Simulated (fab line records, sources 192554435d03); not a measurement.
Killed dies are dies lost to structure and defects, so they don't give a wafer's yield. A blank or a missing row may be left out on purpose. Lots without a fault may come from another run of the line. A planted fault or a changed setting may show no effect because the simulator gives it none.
Chamber matching | flow n5_finfet | N5_DUMMY_GATE_ETCH_37 on rie_diel-05: 4 sister chambers
The step etches SOC in N2/H2, target depth 60 nm, overetch 30 nm. 8 wafers are shown with their chamber, then 7 later ones without.

WAFERS WITH THEIR CHAMBER
wafer  | chamber | oes_product_au (a.u.) | showerhead_plenum_p_Torr (Torr)
L079.3 | 2       | 0.54                  | 2.62
L085.5 | 0       | 0.73                  | 2.58
L085.6 | 1       | 0.57                  | 2.43
L086.1 | 1       | 0.57                  | 2.43
L086.3 | 0       | 0.73                  | 2.58
L086.4 | 3       | 0.55                  | 2.50
L089.4 | 2       | 0.53                  | 2.61
L089.5 | 3       | 0.55                  | 2.50

WAFERS WITHOUT THEIR CHAMBER
wafer  | oes_product_au (a.u.) | showerhead_plenum_p_Torr (Torr)
L089.6 | 0.72                  | 2.58
L094.1 | 0.53                  | 2.60
L094.2 | 0.71                  | 2.57
L094.6 | 0.55                  | 2.49
L097.1 | 0.56                  | 2.42
L097.3 | 0.53                  | 2.60
L097.5 | 0.70                  | 2.57

WHICH CHAMBER EACH WENT THROUGH
wafer  | from the rows above | in truth
L089.6 | 0                   | 0
L094.1 | 2                   | 2
L094.2 | 0                   | 0
L094.6 | 3                   | 3
L097.1 | 1                   | 1
L097.3 | 2                   | 2
L097.5 | 0                   | 0
Placed correctly: 7 of 7. Can't be placed from these rows: 0. Placed wrongly: 0.
How it was worked out, from the rows above alone: a wafer's distance from a chamber is the root of the sum, over the readings, of the square of ((its reading less the chamber's mean) divided by the reading's scatter). The wafer belongs to the nearest chamber; if the next one is less than 2 further off, it can't be placed. A chamber's mean is the mean of its shown wafers. The scatter: the root of (the sum of the squares of (reading less its chamber's mean) over the shown wafers, divided by (wafers less chambers)).
